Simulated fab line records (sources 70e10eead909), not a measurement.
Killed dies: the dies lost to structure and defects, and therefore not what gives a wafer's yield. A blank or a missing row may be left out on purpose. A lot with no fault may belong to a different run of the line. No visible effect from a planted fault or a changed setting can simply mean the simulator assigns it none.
fab line records -- flow nand_harc
record lots=13, wafers=39, last_day=33
route steps=1302 shown P_ZERO_WELL@41 P_STI@84 END@1302
lots that met no fault: from a run of the same line without faults
start_h: hours from the record's first day to the start of the lot's first wafer shown -- wait_h: time in hours since the lot's previous step -- " identical to the entry in the row above -- L1.1+2: a single row standing in for several wafers -- - either no value or no given start -- * or withheld: withheld -- < > ~ a bound
route shown NAME@n: a module of which the file shows steps, and the number in the route of the first -- usual: the fault-free wafers' mean and standard deviation -- same: alike in all rows -- chamber/n: place in a boat -- sites: per-site readings -- _std_site: the standard deviation of these -- _edge_site: outer sites' mean less inner sites' -- radius_mm: how far each site lies from the wafer's centre -- mask NAME#n: copy n -- behind: tool/chamber where the wafer was last shaped -- hold: why the lot went on hold/how many hours it stayed there/how the hold came to an end -- device: the transistor (n, p or np) that didn't switch -- end of line: the route-end tests of the same wafers -- step lacking rows: just its recipe -- killed: not the wafer's yield, but the dies lost to structure and defects at the first sort -- map: a wafer's dies, marking killed ones x, the rest . and places with no die _
set.NAME: the setting that was run; set.NAME@STEP: the one run at that earlier step -- model.NAME: the simulator's own value behind a step, which no gauge read
a sample of lots followed through the steps of the route, with each step as a table and each wafer as a row
services: when a tool's chamber went out of use (start_h, in hours from the record's first day, below 0 if earlier), for how many hours, and the reason
## steps
# step NHARC_P_ZERO_WELL_EXPOSE_34
# recipe na=0.6, target_cd_nm=720, dose_mj=22.31, mask_id=P_PWELL
lot.wafer,tool,chamber,start_h,wait_h,mask
L431.2+4+5,krf_scanner-02,0,35.14,-,P_PWELL#0
L432.1+2+4,krf_scanner-01,0,44.10,-,P_PWELL#0
L433.3+4+5,krf_scanner-02,0,53.88,-,P_PWELL#0
L434.1+3+4,krf_scanner-02,0,64.07,-,P_HVPW#0
L436.2+3+5,krf_scanner-01,0,83.96,-,P_PWELL#0
L440.3+5+6,krf_scanner-02,0,125.30,-,P_PWELL#0
L441.3+4+5,krf_scanner-04,0,134.35,-,P_PWELL#0
L445.1+4+5,krf_scanner-02,0,174.08,-,P_PWELL#0
L446.2+3+6,krf_scanner-02,0,184.49,-,P_PWELL#0
L448.1+2+5,krf_scanner-02,0,204.09,-,P_PWELL#0
L450.1+2+5,krf_scanner-02,0,223.96,-,P_PWELL#0
L451.2+4+5,krf_scanner-02,0,234.04,-,P_PWELL#0
L453.2+3+6,krf_scanner-02,0,254.06,-,P_PWELL#0
# step NHARC_P_ZERO_WELL_CD_MEAS_37
# recipe target_cd_nm=720, landing_energy_ev=500
# usual cd_nm=719.8/1.8
lot.wafer,tool,chamber,start_h,wait_h,cd_nm
L431.2,cd_sem-03,0,35.29,-,721.2
L431.4,cd_sem-03,0,35.29,-,718.2
L431.5,cd_sem-03,0,35.29,-,720.1
L432.1,cd_sem-03,0,44.26,-,720.5
L432.2,cd_sem-03,0,44.26,-,721.3
L432.4,cd_sem-03,0,44.26,-,718.5
L433.3,cd_sem-03,0,54.03,-,722.1
L433.4,cd_sem-03,0,54.03,-,722.7
L433.5,cd_sem-03,0,54.03,-,719.6
L434.1,cd_sem-02,0,64.23,-,-
L434.3,cd_sem-02,0,64.23,-,-
L434.4,cd_sem-02,0,64.23,-,-
L436.2,cd_sem-02,0,84.12,-,719.3
L436.3,cd_sem-02,0,84.12,-,721.9
L436.5,cd_sem-02,0,84.12,-,721.2
L440.3,cd_sem-01,0,125.45,-,719.7
L440.5,cd_sem-01,0,125.45,-,721.2
L440.6,cd_sem-01,0,125.45,-,720.4
L441.3,cd_sem-03,0,134.50,-,718.7
L441.4,cd_sem-03,0,134.50,-,717.8
L441.5,cd_sem-03,0,134.50,-,719.6
L445.1,cd_sem-03,0,174.23,-,720.4
L445.4,cd_sem-03,0,174.23,-,718.6
L445.5,cd_sem-03,0,174.23,-,722.3
L446.2,cd_sem-03,0,184.65,-,721.4
L446.3,cd_sem-03,0,184.65,-,718.4
L446.6,cd_sem-03,0,184.65,-,720.9
L448.1,cd_sem-02,0,204.25,-,719.2
L448.2,cd_sem-02,0,204.25,-,717.8
L448.5,cd_sem-02,0,204.25,-,719.9
L450.1,cd_sem-03,0,224.12,-,722.3
L450.2,cd_sem-03,0,224.12,-,719.2
L450.5,cd_sem-03,0,224.12,-,719.5
L451.2,cd_sem-03,0,234.19,-,720.5
L451.4,cd_sem-03,0,234.19,-,718.8
L451.5,cd_sem-03,0,234.19,-,721.9
L453.2,cd_sem-02,0,254.22,-,716.3
L453.3,cd_sem-02,0,254.22,-,718.1
L453.6,cd_sem-02,0,254.22,-,717.5
# step NHARC_P_ZERO_WELL_DESCUM_39
# recipe time_s=3, o2_flow_sccm=200, ar_flow_sccm=0, bias_power_w=0, chemistry=O2
# usual drypump_motor_current_A=5.6/0.32, oes_product_au=0.997/0.011, rf_vpp_V=57.9/0.79, showerhead_plenum_p_Torr=1.94/0.086, throttle_valve_pct=11.311/0.0095
lot.wafer,tool,chamber,start_h,wait_h,drypump_motor_current_A,oes_product_au,rf_hours_counter_h,rf_vpp_V,showerhead_plenum_p_Torr,throttle_valve_pct
L431.2,rie_diel-13,1,35.55,-,5.9,0.996,12,58.2,2.07,11.300
L431.4,rie_diel-13,3,35.55,-,5.9,1.005,9,56.7,1.97,11.302
L431.5,rie_diel-13,1,35.55,-,5.9,0.998,-,58.3,2.07,11.329
L432.2,rie_diel-01,0,44.52,-,5.4,1.002,2,58.2,1.77,11.321
L432.1,rie_diel-01,2,44.52,-,5.5,0.979,2,56.2,1.93,11.304
L432.4,rie_diel-01,3,44.52,-,6.1,0.981,2,58.5,2.08,11.315
L433.4,rie_diel-13,1,54.19,-,5.9,0.982,19,57.1,2.07,11.322
L433.3,rie_diel-13,2,54.19,-,5.5,1.005,16,57.3,1.96,11.313
L433.5,rie_diel-13,2,54.19,-,5.6,1.008,-,58.7,1.96,11.305
L434.1,rie_diel-13,0,64.39,-,5.3,0.987,18,58.4,1.99,11.309
L434.4,rie_diel-13,1,64.39,-,5.9,0.989,25,58.1,2.07,11.295
L434.3,rie_diel-13,3,64.39,-,6.0,0.992,19,57.8,1.97,11.310
L436.2,rie_diel-01,2,84.27,-,5.5,0.996,18,57.4,1.92,11.327
L436.3,rie_diel-01,0,84.27,-,5.4,1.004,18,57.8,1.77,11.328
L436.5,rie_diel-01,3,84.27,-,6.1,0.987,-,56.8,2.07,11.316
L440.3,rie_diel-06,3,125.73,-,5.3,1.000,58,57.5,1.93,11.317
L440.6,rie_diel-06,0,125.73,-,5.3,1.030,-,56.7,1.87,11.310
L440.5,rie_diel-06,1,125.73,-,5.6,0.989,-,59.0,1.80,11.309
L441.4,rie_diel-01,3,134.66,-,6.1,0.998,37,59.4,2.06,11.306
L441.3,rie_diel-01,1,134.66,-,6.0,0.998,32,57.5,1.96,11.319
L441.5,rie_diel-01,3,134.66,-,6.1,1.003,-,58.8,2.06,11.319
L445.4,rie_diel-13,2,174.42,-,5.5,1.006,0,59.1,1.95,11.311
L445.1,rie_diel-13,3,174.42,-,5.9,1.009,0,57.3,1.96,11.329
L445.5,rie_diel-13,1,174.42,-,5.9,0.992,-,58.0,2.06,11.322
L446.3,rie_diel-06,3,184.94,-,5.3,0.994,13,58.6,1.93,11.296
L446.2,rie_diel-06,0,184.94,-,5.2,1.003,15,57.8,1.86,11.330
L446.6,rie_diel-06,0,184.94,-,5.2,1.003,-,57.9,1.86,11.305
L448.1,rie_diel-13,3,204.41,-,5.9,1.008,12,57.5,1.95,11.313
L448.2,rie_diel-13,2,204.41,-,5.5,1.020,7,58.4,1.95,11.304
L448.5,rie_diel-13,3,204.41,-,5.9,1.010,-,58.0,1.95,11.302
L450.2,rie_diel-13,2,224.29,-,5.5,1.005,15,57.3,1.95,11.326
L450.1,rie_diel-13,3,224.29,-,5.9,1.018,20,58.0,1.95,11.300
L450.5,rie_diel-13,3,224.29,-,5.9,1.013,-,57.2,1.95,11.314
L451.4,rie_diel-06,1,234.36,-,5.6,0.988,38,56.5,1.78,11.296
L451.2,rie_diel-06,2,234.36,-,6.3,0.993,36,58.3,1.94,11.309
L451.5,rie_diel-06,0,234.36,-,5.2,1.008,-,58.6,1.85,11.315
L453.2,rie_diel-01,2,254.39,-,5.5,0.980,13,58.1,1.91,11.328
L453.3,rie_diel-01,0,254.39,-,5.4,1.000,16,58.2,2.07,11.302
L453.6,rie_diel-01,2,254.39,-,5.5,0.988,-,58.9,1.91,11.302
# step NHARC_P_STI_OVL_MEAS_10
# usual overlay_x_nm=-3/5.6, overlay_y_nm=1/5.4
lot.wafer,tool,chamber,start_h,wait_h,overlay_x_nm,overlay_y_nm
L431.2,overlay-02,-,60.98,-,-12,7
L431.4,overlay-02,-,60.98,-,-12,7
L431.5,overlay-02,-,60.98,-,-12,7
L432.1,overlay-01,-,61.15,-,-10,-6
L432.2,overlay-01,-,61.15,-,-10,-6
L432.4,overlay-01,-,61.15,-,-10,-5
L433.3,overlay-02,-,71.82,-,0,5
L433.4,overlay-02,-,71.82,-,0,4
L433.5,overlay-02,-,71.82,-,0,4
L436.2,overlay-02,-,102.13,-,-3,-7
L436.3,overlay-02,-,102.13,-,-3,-7
L436.5,overlay-02,-,102.13,-,-4,-8
L440.3,overlay-02,-,148.51,-,11,-1
L440.5,overlay-02,-,148.51,-,10,-1
L440.6,overlay-02,-,148.51,-,10,-1
L441.3,overlay-02,-,156.93,-,-7,-13
L441.4,overlay-02,-,156.93,-,-8,-14
L441.5,overlay-02,-,156.93,-,-7,-14
L445.1,overlay-01,-,197.96,-,-1,-2
L445.4,overlay-01,-,197.96,-,-1,-1
L445.5,overlay-01,-,197.96,-,-1,-1
L446.2,overlay-02,-,205.31,-,5,11
L446.3,overlay-02,-,205.31,-,5,11
L446.6,overlay-02,-,205.31,-,5,11
L448.1,overlay-01,-,226.94,-,4,9
L448.2,overlay-01,-,226.94,-,5,9
L448.5,overlay-01,-,226.94,-,6,8
L450.1,overlay-01,-,243.08,-,-5,-3
L450.2,overlay-01,-,243.08,-,-4,-2
L450.5,overlay-01,-,243.08,-,-4,-3
L451.2,overlay-02,-,252.29,-,1,-4
L451.4,overlay-02,-,252.29,-,1,-3
L451.5,overlay-02,-,252.29,-,2,-4
L453.2,overlay-02,-,273.44,-,-3,5
L453.3,overlay-02,-,273.44,-,-3,6
L453.6,overlay-02,-,273.44,-,-3,5
# step NHARC_P_STI_INSPECT_11
# usual raw_defect_count=6.0/2.9
lot.wafer,tool,chamber,start_h,wait_h,raw_defect_count
L431.2,defect_inspect-02,-,61.02,0.0,5
L431.4,defect_inspect-02,-,61.02,0.0,0
L431.5,defect_inspect-02,-,61.02,0.0,7
L432.1,defect_inspect-02,-,61.18,0.0,5
L432.2,defect_inspect-02,-,61.18,0.0,9
L432.4,defect_inspect-02,-,61.18,0.0,6
L433.3,defect_inspect-02,-,71.86,0.0,4
L433.4,defect_inspect-02,-,71.86,0.0,4
L433.5,defect_inspect-02,-,71.86,0.0,3
L436.2,defect_inspect-01,-,102.17,0.0,6
L436.3,defect_inspect-01,-,102.17,0.0,6
L436.5,defect_inspect-01,-,102.17,0.0,9
L440.3,defect_inspect-01,-,148.54,0.0,12
L440.5,defect_inspect-01,-,148.54,0.0,11
L440.6,defect_inspect-01,-,148.54,0.0,11
L441.3,defect_inspect-02,-,156.97,0.0,4
L441.4,defect_inspect-02,-,156.97,0.0,10
L441.5,defect_inspect-02,-,156.97,0.0,4
L445.1,defect_inspect-02,-,197.99,0.0,9
L445.4,defect_inspect-02,-,197.99,0.0,6
L445.5,defect_inspect-02,-,197.99,0.0,2
L446.2,defect_inspect-01,-,205.35,0.0,3
L446.3,defect_inspect-01,-,205.35,0.0,5
L446.6,defect_inspect-01,-,205.35,0.0,3
L448.1,defect_inspect-02,-,226.97,0.0,7
L448.2,defect_inspect-02,-,226.97,0.0,5
L448.5,defect_inspect-02,-,226.97,0.0,4
L450.1,defect_inspect-01,-,243.11,0.0,6
L450.2,defect_inspect-01,-,243.11,0.0,7
L450.5,defect_inspect-01,-,243.11,0.0,2
L451.2,defect_inspect-01,-,252.33,0.0,6
L451.4,defect_inspect-01,-,252.33,0.0,2
L451.5,defect_inspect-01,-,252.33,0.0,7
L453.2,defect_inspect-02,-,273.48,0.0,5
L453.3,defect_inspect-02,-,273.48,0.0,18
L453.6,defect_inspect-02,-,273.48,0.0,11
# step NHARC_END_SORT_01
# recipe temp_c=25
# usual killed_at_array=55/19, killed_at_other=0.8/1.1, killed_at_periphery=4.0/2.6, killed_dies=60/20, killed_open=3.4/1.7, killed_short=2.6/1.5
# same gross_dies=677
lot.wafer,tool,chamber,start_h,wait_h,killed_at_array,killed_at_other,killed_at_periphery,killed_dies,killed_open,killed_short
L434.1,prober-01,0,592.00,2.5,67,0,610,677,3,0
L434.3,prober-01,0,593.58,3.1,69,0,608,677,4,2
L434.4,prober-01,0,594.37,3.4,100,1,576,677,3,1
# killed by level:class
L434.1 P_ZERO_WELL:area_expose=604 A_CHANNEL_HOLE_D2:chamber_film_flake=21 A_SLIT:chamber_film_flake=20 A_CHANNEL_HOLE_D1:chamber_film_flake=12 A_STAIRCASE:chamber_film_flake=5 A_CONTACT:chamber_film_flake=5 P_ZERO_WELL:chamber_film_flake=2 P_GATE:chamber_film_flake=2
L434.3 P_ZERO_WELL:area_expose=604 A_CHANNEL_HOLE_D2:chamber_film_flake=22 A_SLIT:chamber_film_flake=19 A_CHANNEL_HOLE_D1:chamber_film_flake=13 A_STAIRCASE:chamber_film_flake=6 P_CONTACT:chamber_film_flake=2 A_DECK1_JOINT:chamber_film_flake=2 A_CONTACT:chamber_film_flake=2
L434.4 P_ZERO_WELL:area_expose=572 A_SLIT:chamber_film_flake=32 A_CHANNEL_HOLE_D2:chamber_film_flake=31 A_CHANNEL_HOLE_D1:chamber_film_flake=26 A_STAIRCASE:chamber_film_flake=6 A_CONTACT:chamber_film_flake=3 P_CONTACT:geometric_particle:open=2 P_STI:geometric_particle:open=1
## services
tool,chamber,start_h,hours,kind
krf_scanner-04,-,16.04,1.3,repair
rie_diel-01,-,26.82,9.0,pm
rie_diel-13,0,36.27,11.7,repair
rie_diel-06,1,38.56,16.0,repair
krf_scanner-02,-,49.08,0.5,repair
rie_diel-06,2,74.78,5.6,repair
rie_diel-01,-,87.56,1.2,repair
krf_scanner-02,-,94.00,4.0,pm
krf_scanner-01,-,108.27,0.3,repair
rie_diel-13,2,111.56,2.7,repair
rie_diel-01,0,112.59,12.4,repair
krf_scanner-02,0,124.04,-,calibration
krf_scanner-04,-,127.74,4.3,repair
rie_diel-06,-,130.24,9.0,pm
krf_scanner-01,-,140.00,4.0,pm
rie_diel-13,-,140.15,2.1,repair
rie_diel-13,-,165.00,9.0,pm
rie_diel-13,2,179.56,4.7,repair
krf_scanner-04,-,182.01,4.0,pm
rie_diel-13,1,183.68,37.0,repair
rie_diel-01,-,203.82,9.0,pm
krf_scanner-04,-,209.49,0.4,repair
krf_scanner-04,-,221.43,3.9,repair
krf_scanner-01,-,234.29,0.5,repair
## key
first_sign step=NHARC_P_ZERO_WELL_EXPOSE_34, reading=mask, direction=changed
effect step=NHARC_P_ZERO_WELL_CD_MEAS_37, reading=cd_nm, direction=missing
effect step=NHARC_END_SORT_01, reading=killed_at_periphery, direction=up, sigmas=99+, usual=4.0, struck=598
more_kills_born_at NHARC_P_ZERO_WELL_EXPOSE_34@krf_scanner-02=1780
met_at NHARC_P_ZERO_WELL_EXPOSE_34
struck_lots L434
later_rows_left_out L434.1,L434.3,L434.4
tester_left_out L434
not_acting_at NHARC_P_ZERO_WELL_DESCUM_39,NHARC_P_STI_OVL_MEAS_10,NHARC_P_STI_INSPECT_11
onset_between 53.88 64.07
fault kind=wrong_mask, tool=any, chamber=-, onset_h=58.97, steps=NHARC_P_ZERO_WELL_EXPOSE_34, aux_copy=P_HVPW#0, scope=struck_lots_only
# tester_left_out: of these lots the tester's yield and bins aren't shown, on N5 and GAA mostly nor the transistor test; their killed dies are dies lost to structure and defects alone, not to doping, threshold or leakage, so they don't give the yield
# later_rows_left_out: the simulator's readings of these wafers behind a module that went badly wrong aren't trusted and aren't shown, but for the sort
